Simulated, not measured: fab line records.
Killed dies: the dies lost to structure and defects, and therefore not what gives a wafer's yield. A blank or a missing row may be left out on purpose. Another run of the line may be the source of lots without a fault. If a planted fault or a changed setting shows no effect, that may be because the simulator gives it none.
fab line records -- flow nand_harc
[record] lots = 11, wafers = 33, last_day = 33
route steps=1302 shown A_CHANNEL_HOLE_D2@586 A_CHANNEL_FILL_D2@621 END@1302
lots that met no fault: taken from a fault-free run of the same line
start_h: hours from the record's first day to the start of the lot's first wafer shown -- wait_h: time in hours since the lot's previous step -- " repeats the value in the row above -- L1.1+2: several wafers, shown together as one row -- - either no value or no given start -- * or withheld: withheld -- < > ~ a bound
route shown NAME@n: names a module that has steps shown in the file, with the first one's number in the route -- usual: mean/standard deviation taken from wafers without a fault -- same: alike in all rows -- chamber/n: place in a boat -- sites: the reading at each site -- _std_site: the standard deviation of these -- _edge_site: mean of outer sites minus mean of inner sites -- radius_mm: for every site, how far away it sits from the centre of the wafer -- mask NAME#n: copy n -- behind: tool/chamber where the wafer was last shaped -- hold: the reason the lot was held/the length of the hold in hours/how it ended -- device: whichever transistor did not switch (one of n, p or np) -- end of line: the route-end tests of the same wafers -- where a step has no rows: the recipe by itself -- killed: dies that structure and defects cost at the first sort, which is not the same as the wafer's yield -- map: the dies of a wafer, with x for killed, . for not killed, _ for no die there
set.NAME: the setting the step ran with; set.NAME@STEP: the setting that earlier step ran with -- model.NAME: the simulator's own value behind a step, which no gauge read
a sample of lots followed through the steps of the route, with each step as a table and each wafer as a row
services: a tool's chamber out of use, with start hour (start_h, from the record's first day; less than 0 if before it), hours out, and reason
[[steps]]
[step NHARC_A_CHANNEL_HOLE_D2_ETCH_38]
[recipe] target_depth_a = 390, over_etch_frac = 0.3, time_s = 65, ion_energy_ev = 80, cf4_flow_sccm = 150, ar_flow_sccm = 0, rf_w = 300, bias_w = 100, chemistry = CF4
[usual] drypump_motor_current_A = 5.9/0.47, oes_product_au = 1.000/0.016, rf_vpp_V = 151.2/1.3, showerhead_plenum_p_Torr = 1.76/0.083, throttle_valve_pct = 13.284/0.0097
lot.wafer,tool,chamber,start_h,wait_h,drypump_motor_current_A,oes_product_au,rf_hours_counter_h,rf_vpp_V,showerhead_plenum_p_Torr,throttle_valve_pct
L126.2,rie_diel-01,1,333.88,0.1,5.7,0.993,7.6,149.6,1.68,13.290
L126.4,rie_diel-01,0,333.88,0.1,6.5,0.982,-,150.4,1.76,13.291
L126.6,rie_diel-01,1,333.88,0.1,5.7,0.988,-,149.9,1.68,13.274
L129.3,rie_diel-02,2,348.55,0.1,5.8,1.004,5.3,153.1,1.87,13.273
L129.2,rie_diel-02,0,348.55,0.1,6.7,0.981,4.5,151.9,1.71,13.272
L129.1,rie_diel-02,1,348.55,0.1,4.9,0.983,4.4,149.2,1.69,13.275
L130.3,rie_diel-13,0,359.47,0.1,5.8,1.013,0.5,153.6,1.88,13.273
L130.1,rie_diel-13,1,359.47,0.1,5.9,1.004,0.9,150.1,1.77,13.293
L130.5,rie_diel-13,3,359.47,0.1,6.4,1.006,-,150.4,1.73,13.276
L131.1,rie_diel-01,2,372.50,0.1,5.7,1.014,8.9,148.0,1.66,13.299
L131.4,rie_diel-01,3,372.50,0.1,5.3,0.994,8.8,151.9,1.89,13.286
L131.3,rie_diel-01,1,372.50,0.1,5.7,1.011,9.6,151.6,1.68,13.290
L135.4,rie_diel-01,3,424.49,0.1,5.3,1.018,1.8,151.7,1.89,13.284
L135.1,rie_diel-01,1,424.49,0.1,5.7,0.997,2.4,149.9,1.68,13.285
L135.6,rie_diel-01,3,424.49,0.1,5.2,1.012,-,153.3,1.89,13.273
L136.1,rie_diel-01,2,439.70,0.1,5.7,1.014,3.8,151.6,1.65,13.279
L136.4,rie_diel-01,0,439.70,0.1,6.5,0.991,3.2,150.6,1.75,13.288
L136.3,rie_diel-01,1,439.70,0.1,5.7,1.004,3.8,149.6,1.68,13.285
L141.1,rie_diel-02,2,462.93,0.1,5.8,1.009,1.6,152.4,1.87,13.300
L141.2,rie_diel-02,0,462.93,0.1,6.6,0.973,2.0,152.5,1.71,13.286
L141.6,rie_diel-02,2,462.93,0.1,5.8,1.011,-,152.5,1.87,13.279
L142.1,rie_diel-01,2,470.59,0.1,5.7,1.016,5.7,150.1,1.65,13.302
L142.5,rie_diel-01,2,470.59,0.1,5.7,1.024,-,150.6,1.65,13.291
L142.6,rie_diel-01,3,470.59,0.1,5.2,1.009,-,153.3,1.89,13.275
L144.3,rie_diel-13,3,500.31,0.1,6.4,0.990,10.9,151.2,1.72,13.282
L144.1,rie_diel-13,1,500.31,0.1,5.9,1.013,9.9,151.3,1.76,13.302
L144.5,rie_diel-13,3,500.31,0.1,6.4,0.983,-,152.3,1.72,13.280
L145.1,rie_diel-02,0,502.85,0.1,6.6,0.970,4.0,150.0,1.71,13.277
L145.2,rie_diel-02,1,502.85,0.1,4.9,0.986,3.8,149.2,1.69,13.289
L145.4,rie_diel-02,3,502.85,0.1,5.6,0.997,3.7,150.7,1.72,13.301
L146.4,rie_diel-01,1,522.85,0.1,5.7,1.017,7.8,150.2,1.67,13.305
L146.1,rie_diel-01,2,522.85,0.1,5.7,0.993,8.8,150.9,1.65,13.277
L146.6,rie_diel-01,0,522.85,0.1,6.5,0.998,-,150.7,1.75,13.287
[step NHARC_A_CHANNEL_HOLE_D2_ETCH_39]
[recipe] target_depth_a = 2600, over_etch_frac = 0.3, time_s = 325, ion_energy_ev = 200, n2_flow_sccm = 150, h2_flow_sccm = 150, ar_flow_sccm = 0, rf_w = 400, bias_w = 150, chemistry = N2/H2
[usual] drypump_motor_current_A = 5.9/0.47, oes_product_au = 1.000/0.015, rf_vpp_V = 430/3.1, showerhead_plenum_p_Torr = 2.03/0.11, throttle_valve_pct = 14.171/0.0088
lot.wafer,tool,chamber,start_h,wait_h,drypump_motor_current_A,oes_product_au,rf_hours_counter_h,rf_vpp_V,showerhead_plenum_p_Torr,throttle_valve_pct
L126.2,rie_diel-01,0,-,-,6.5,0.989,6.8,431,2.02,14.162
L126.6,rie_diel-01,0,-,-,6.5,0.979,-,430,2.02,14.168
L126.4,rie_diel-01,1,-,-,5.7,1.001,-,427,1.92,14.177
L129.3,rie_diel-02,0,-,-,6.7,0.987,4.6,429,1.96,14.169
L129.2,rie_diel-02,1,-,-,5.0,0.982,4.4,429,1.94,14.185
L129.1,rie_diel-02,2,-,-,5.8,1.021,5.3,433,2.18,14.159
L130.1,rie_diel-13,1,-,-,5.9,0.985,1.0,431,2.04,14.168
L130.3,rie_diel-13,3,-,-,6.4,0.995,0.6,431,1.99,14.181
L130.5,rie_diel-13,0,-,-,5.8,0.995,-,434,2.19,14.170
L131.4,rie_diel-01,3,-,-,5.3,0.989,8.9,434,2.19,14.162
L131.3,rie_diel-01,0,-,-,6.5,0.974,8.9,431,2.02,14.161
L131.1,rie_diel-01,1,-,-,5.7,1.010,9.7,428,1.92,14.163
L135.4,rie_diel-01,1,-,-,5.8,1.004,2.5,427,1.92,14.173
L135.1,rie_diel-01,2,-,-,5.7,1.009,2.3,426,1.90,14.171
L135.6,rie_diel-01,1,-,-,5.7,1.013,-,427,1.92,14.193
L136.3,rie_diel-01,2,-,-,5.7,1.022,3.9,427,1.89,14.177
L136.1,rie_diel-01,3,-,-,5.2,1.009,3.3,434,2.19,14.175
L136.4,rie_diel-01,1,-,-,5.7,1.012,3.8,426,1.92,14.150
L141.2,rie_diel-02,2,-,-,5.8,1.011,1.7,432,2.17,14.175
L141.1,rie_diel-02,3,-,-,5.6,1.000,1.6,430,1.98,14.163
L141.6,rie_diel-02,0,-,-,6.7,0.973,-,428,1.96,14.175
L142.1,rie_diel-01,2,-,-,5.7,1.013,5.8,427,1.89,14.172
L142.6,rie_diel-01,1,-,-,5.7,0.995,-,427,1.92,14.159
L142.5,rie_diel-01,2,-,-,5.7,1.022,-,426,1.89,14.174
L144.3,rie_diel-13,2,-,-,6.2,1.038,7.6,431,2.08,14.174
L144.1,rie_diel-13,3,-,-,6.4,0.986,10.9,429,1.98,14.174
L144.5,rie_diel-13,1,-,-,5.9,1.004,-,431,2.03,14.173
L145.1,rie_diel-02,0,-,-,6.7,0.975,4.1,429,1.96,14.180
L145.2,rie_diel-02,1,-,-,5.0,0.981,3.9,429,1.94,14.177
L145.4,rie_diel-02,2,-,-,5.8,1.002,3.8,434,2.17,14.180
L146.4,rie_diel-01,0,-,-,6.5,1.008,8.0,430,2.02,14.166
L146.1,rie_diel-01,1,-,-,5.7,1.005,7.8,427,1.92,14.170
L146.6,rie_diel-01,0,-,-,6.5,0.999,-,431,2.02,14.167
[step NHARC_A_CHANNEL_FILL_D2_STRIP_28]
[recipe] time_s = 20, o2_flow_sccm = 500, ar_flow_sccm = 0, bias_w = 0, chemistry = O2
[usual] chamber_pressure_mTorr = 60.00/0.057, drypump_motor_current_A = 5.8/0.45, oes_product_au = 1.000/0.015, rf_vpp_V = 57.6/0.92, showerhead_plenum_p_Torr = 3.46/0.13, throttle_valve_pct = 17.036/0.0083
[same] bias_w = 0
lot.wafer,tool,chamber,start_h,wait_h,chamber_pressure_mTorr,drypump_motor_current_A,oes_product_au,rf_hours_counter_h,rf_vpp_V,showerhead_plenum_p_Torr,throttle_valve_pct
L126.2,rie_diel-11,3,368.04,0.1,59.96,6.4,1.002,4,55.8,3.39,17.032
L126.6,rie_diel-11,2,368.04,0.1,59.95,5.6,1.002,-,58.2,3.47,17.026
L126.4,rie_diel-11,3,368.04,0.1,60.00,6.4,1.000,-,57.7,3.39,17.039
L129.3,rie_diel-08,0,381.11,0.1,60.02,6.3,0.983,0,57.7,3.31,17.040
L129.1,rie_diel-08,2,381.11,0.1,59.95,5.7,1.013,0,57.3,3.45,17.037
L129.2,rie_diel-08,3,381.11,0.1,60.04,5.8,0.980,0,58.7,3.70,17.038
L130.3,rie_diel-11,2,390.55,0.1,59.99,5.6,0.999,4,57.3,3.47,17.049
L130.1,rie_diel-11,3,390.55,0.1,59.95,6.4,0.996,4,58.2,3.39,17.037
L130.5,rie_diel-11,1,390.55,0.1,60.09,6.5,0.985,-,57.4,3.58,17.037
L131.3,rie_diel-08,3,407.13,0.1,60.02,5.8,0.976,1,58.8,3.69,17.036
L131.4,rie_diel-08,1,407.13,0.1,59.90,5.2,1.021,1,57.7,3.32,17.042
L131.1,rie_diel-08,2,407.13,0.1,59.88,5.7,0.997,1,57.8,3.45,17.038
L135.4,rie_diel-11,2,459.83,0.1,59.97,5.6,0.998,0,56.6,3.47,17.037
L135.1,rie_diel-11,3,459.83,0.1,60.06,6.4,1.007,0,58.5,3.39,17.024
L135.6,rie_diel-11,0,459.83,0.1,60.02,5.7,1.016,-,59.1,3.49,17.020
L136.4,rie_diel-11,0,471.86,0.1,59.97,5.7,1.009,1,57.0,3.49,17.037
L136.1,rie_diel-11,1,471.86,0.1,59.97,6.5,1.004,1,59.1,3.58,17.043
L136.3,rie_diel-11,2,471.86,0.1,59.98,5.6,1.007,1,56.2,3.47,17.040
L141.2,rie_diel-08,0,497.16,0.1,60.02,6.3,0.985,4,56.8,3.30,17.035
L141.1,rie_diel-08,3,497.16,0.1,60.04,5.8,0.979,4,59.2,3.69,17.035
L141.6,rie_diel-08,0,497.16,0.1,60.07,6.3,0.990,-,57.9,3.30,17.038
L142.1,rie_diel-12,1,505.93,0.1,59.99,5.9,1.005,8,57.9,3.49,17.038
L142.5,rie_diel-12,0,505.93,0.1,59.95,4.9,0.989,-,58.6,3.40,17.049
L142.6,rie_diel-12,3,505.93,0.1,59.93,5.9,0.978,-,59.0,3.64,17.038
L144.3,rie_diel-11,3,533.80,0.1,60.02,6.4,1.031,2,57.4,3.38,17.037
L144.1,rie_diel-11,1,533.80,0.1,59.98,6.5,0.992,2,58.4,3.58,17.021
L144.5,rie_diel-11,0,533.80,0.1,59.97,5.7,1.021,-,57.9,3.49,17.041
L145.4,rie_diel-08,1,533.82,0.1,60.04,5.2,1.032,5,56.3,3.31,17.044
L145.1,rie_diel-08,2,533.82,0.1,59.97,5.7,0.999,5,58.0,3.45,17.035
L145.2,rie_diel-08,3,533.82,0.1,60.09,5.8,0.982,5,59.2,3.69,17.041
L146.1,rie_diel-08,2,555.16,0.1,59.94,5.6,0.984,0,57.3,3.45,17.039
L146.4,rie_diel-08,0,555.16,0.1,60.00,6.3,1.002,0,56.4,3.30,17.039
L146.6,rie_diel-08,3,555.16,0.1,60.11,5.8,0.991,-,58.2,3.69,17.035
[step NHARC_A_CHANNEL_FILL_D2_STRIP_29]
[recipe] time_s = 20, o2_flow_sccm = 500, ar_flow_sccm = 0, bias_w = 0, chemistry = O2
[usual] bias_w = 0/0, chamber_pressure_mTorr = 60.00/0.051, drypump_motor_current_A = 5.9/0.46, oes_product_au = 1.001/0.014, rf_vpp_V = 57.7/0.87, showerhead_plenum_p_Torr = 3.46/0.1, throttle_valve_pct = 17.037/0.0087
lot.wafer,tool,chamber,start_h,wait_h,bias_w,chamber_pressure_mTorr,drypump_motor_current_A,oes_product_au,rf_hours_counter_h,rf_vpp_V,showerhead_plenum_p_Torr,throttle_valve_pct
L126.4,rie_diel-11,0,384.91,-,0,60.03,5.7,1.001,4,57.5,3.49,17.033
L126.2,rie_diel-11,2,384.91,-,0,60.05,5.6,1.008,4,57.8,3.47,17.037
L126.6,rie_diel-11,1,384.91,-,0,60.08,6.6,0.997,-,57.9,3.58,17.027
L129.1,rie_diel-11,3,399.93,-,0,60.03,6.4,1.008,4,58.2,3.39,17.037
L129.2,rie_diel-11,0,399.93,-,0,60.03,5.7,1.008,4,59.1,3.49,17.027
L129.3,rie_diel-11,1,399.93,-,0,60.04,6.5,0.985,4,57.9,3.58,17.047
L130.3,rie_diel-11,0,409.29,-,0,59.97,5.7,1.007,4,57.3,3.49,17.042
L130.1,rie_diel-11,3,409.29,-,0,59.90,6.4,1.007,4,57.8,3.39,17.041
L130.5,rie_diel-11,1,409.29,-,0,60.04,6.5,0.998,-,57.9,3.58,17.028
L131.4,rie_diel-11,1,426.96,-,0,60.00,6.6,1.003,4,57.2,3.58,17.041
L131.1,rie_diel-11,3,426.96,-,0,59.92,6.4,0.997,5,57.9,3.39,17.053
L131.3,rie_diel-11,0,426.96,-,0,60.00,5.7,1.008,5,58.0,3.49,17.034
L135.1,rie_diel-11,0,478.58,-,-,-,-,-,-,-,-,-
L135.4,rie_diel-11,3,478.58,-,-,-,-,-,-,-,-,-
L135.6,rie_diel-11,0,478.58,-,-,-,-,-,-,-,-,-
L136.4,rie_diel-08,3,490.46,-,-,-,-,-,-,-,-,-
L136.3,rie_diel-08,0,490.46,-,-,-,-,-,-,-,-,-
L136.1,rie_diel-08,2,490.46,-,-,-,-,-,-,-,-,-
L141.1,rie_diel-11,0,516.48,-,0,59.90,5.7,1.020,1,56.9,3.49,17.032
L141.2,rie_diel-11,3,516.48,-,0,59.93,6.4,1.016,1,58.5,3.39,17.049
L141.6,rie_diel-11,0,516.48,-,0,60.00,5.7,1.012,-,58.5,3.49,17.041
L142.1,rie_diel-11,2,524.26,-,0,60.04,5.6,1.015,2,57.0,3.47,17.033
L142.6,rie_diel-11,3,524.26,-,0,60.01,6.4,1.005,-,56.9,3.39,17.039
L142.5,rie_diel-11,0,524.26,-,0,60.02,5.7,1.011,-,57.1,3.49,17.028
L145.2,rie_diel-11,3,551.25,-,0,59.98,6.4,1.013,2,57.7,3.38,17.030
L145.4,rie_diel-11,0,551.25,-,0,60.03,5.7,1.010,2,57.9,3.49,17.030
L145.1,rie_diel-11,1,551.25,-,0,59.95,6.6,0.998,2,59.3,3.58,17.043
L144.3,rie_diel-11,1,552.26,-,0,59.91,6.5,1.006,2,56.9,3.58,17.038
L144.1,rie_diel-11,3,552.26,-,0,59.93,6.4,1.023,2,57.5,3.38,17.044
L144.5,rie_diel-11,0,552.26,-,0,60.01,5.7,1.008,-,57.7,3.49,17.036
L146.4,rie_diel-11,0,572.71,-,0,59.94,5.7,1.005,3,57.3,3.49,17.053
L146.1,rie_diel-11,1,572.71,-,0,60.01,6.5,0.995,3,59.1,3.58,17.057
L146.6,rie_diel-11,3,572.71,-,0,60.01,6.4,1.019,-,57.9,3.38,17.027
[step NHARC_END_SORT_01]
[recipe] temp_c = 25
[usual] killed_at_array = 59/17, killed_at_other = 0.9/1.6, killed_at_periphery = 3.7/2.3, killed_dies = 64/17, killed_open = 3.3/1.8, killed_short = 2.4/1.6
[same] gross_dies = 677
lot.wafer,tool,chamber,start_h,wait_h,killed_at_array,killed_at_other,killed_at_periphery,killed_dies,killed_open,killed_short
L135.1,prober-02,0,700.54,2.5,673,0,4,677,2,2
L135.4,prober-02,0,702.96,3.4,673,0,4,677,2,3
L135.6,prober-02,0,704.56,4.0,673,0,4,677,2,3
L136.1,prober-01,0,700.55,2.5,673,0,4,677,3,4
L136.3,prober-01,0,702.15,3.1,676,1,0,677,4,2
L136.4,prober-01,0,702.94,3.4,675,0,2,677,3,0
// killed by level:class
L135.1 A_CHANNEL_FILL_D2:area_strip=602 A_SLIT:chamber_film_flake=33 A_CHANNEL_HOLE_D2:chamber_film_flake=17 A_CHANNEL_HOLE_D1:chamber_film_flake=9 A_CONTACT:chamber_film_flake=6 A_CHANNEL_FILL_D2:chamber_film_flake=2 P_CONTACT:geometric_particle:short=1 A_DECK1_JOINT:geometric_particle:open=1
L136.1 A_CHANNEL_FILL_D2:area_strip=612 A_CHANNEL_HOLE_D1:chamber_film_flake=20 A_CHANNEL_HOLE_D2:chamber_film_flake=17 A_CONTACT:chamber_film_flake=5 A_BLC:chamber_film_flake=4 A_ZERO_WELL:chamber_film_flake=3 A_SLIT:chamber_film_flake=3 A_CHANNEL_FILL_D1:geometric_particle:open=2
L136.3 A_CHANNEL_FILL_D2:area_strip=610 A_CHANNEL_HOLE_D1:chamber_film_flake=28 A_CHANNEL_HOLE_D2:chamber_film_flake=14 A_CONTACT:chamber_film_flake=6 A_BLC:chamber_film_flake=3 A_CHANNEL_HOLE_D1:geometric_particle:open=2 A_ZERO_WELL:chamber_film_flake=2 A_SLIT:chamber_film_flake=2
L136.4 A_CHANNEL_FILL_D2:area_strip=601 A_CHANNEL_HOLE_D1:chamber_film_flake=28 A_CHANNEL_HOLE_D2:chamber_film_flake=26 A_CONTACT:chamber_film_flake=11 P_BONDPAD:chamber_film_flake=2 A_WL_FILL:chamber_film_flake=2 A_CHANNEL_HOLE_D1:geometric_particle:open=1 A_CHANNEL_FILL_D1:geometric_particle:open=1
L135.4 A_CHANNEL_FILL_D2:area_strip=618 A_SLIT:chamber_film_flake=27 A_CHANNEL_HOLE_D2:chamber_film_flake=13 A_CHANNEL_HOLE_D1:chamber_film_flake=5 A_CONTACT:chamber_film_flake=4 P_GATE:chamber_film_flake=3 A_DECK1_JOINT:chamber_film_flake=2 P_CONTACT:geometric_particle:short=1
L135.6 A_CHANNEL_FILL_D2:area_strip=595 A_SLIT:chamber_film_flake=34 A_CHANNEL_HOLE_D2:chamber_film_flake=21 A_CHANNEL_HOLE_D1:chamber_film_flake=7 A_CONTACT:chamber_film_flake=5 A_STAIRCASE:chamber_film_flake=3 P_GATE:chamber_film_flake=2 A_DECK1_JOINT:chamber_film_flake=2
[[services]]
tool,chamber,start_h,hours,kind
rie_diel-01,2,330.61,7.2,repair
rie_diel-08,2,342.64,1.7,repair
rie_diel-02,3,344.88,11.2,repair
rie_diel-01,3,356.74,3.7,repair
rie_diel-11,2,360.51,2.0,repair
rie_diel-08,3,362.47,2.1,repair
rie_diel-11,1,365.81,7.9,repair
rie_diel-08,-,367.80,9.0,pm
rie_diel-02,0,374.45,14.2,repair
rie_diel-01,-,380.80,9.0,pm
rie_diel-02,1,386.65,4.8,repair
rie_diel-02,-,393.72,9.0,pm
rie_diel-08,2,426.16,5.3,repair
rie_diel-11,-,432.51,9.0,pm
rie_diel-01,2,444.74,3.6,repair
rie_diel-02,1,446.25,15.4,repair
rie_diel-01,0,463.27,2.8,repair
rie_diel-08,0,475.59,7.6,repair
rie_diel-01,1,493.59,5.4,repair
rie_diel-08,-,544.80,9.0,pm
rie_diel-11,2,557.73,3.9,repair
rie_diel-01,-,557.80,9.0,pm
rie_diel-02,0,562.49,9.7,repair
rie_diel-02,-,570.72,9.0,pm
[[key]]
[first_sign] step = NHARC_A_CHANNEL_FILL_D2_STRIP_29, reading = tool_record, direction = missing
[effect] step = NHARC_END_SORT_01, reading = killed_at_array, direction = up, sigmas = 37, usual = 59, struck = 674
[more_kills_born_at] NHARC_A_CHANNEL_FILL_D2_STRIP_29@rie_diel-08 = 1823, NHARC_A_CHANNEL_FILL_D2_STRIP_29@rie_diel-11 = 1815
met_at NHARC_A_CHANNEL_FILL_D2_STRIP_29
struck_lots L135,L136
later_rows_left_out L135.1,L135.4,L135.6,L136.1,L136.3,L136.4
tester_left_out L135,L136
not_acting_at NHARC_A_CHANNEL_HOLE_D2_ETCH_38,NHARC_A_CHANNEL_HOLE_D2_ETCH_39,NHARC_A_CHANNEL_FILL_D2_STRIP_28
onset_between 426.96 478.58
[fault] kind = skipped_step_whole, tool = rie_diel-08,rie_diel-11, chamber = -, onset_h = 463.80, steps = NHARC_A_CHANNEL_FILL_D2_STRIP_29, scope = struck_lots_only
// tester_left_out: of these lots the tester's yield and bins aren't shown, on N5 and GAA mostly nor the transistor test; their killed dies are dies lost to structure and defects alone, not to doping, threshold or leakage, so they don't give the yield
// later_rows_left_out: the simulator's readings of these wafers behind a module that went badly wrong aren't trusted and aren't shown, but for the sort
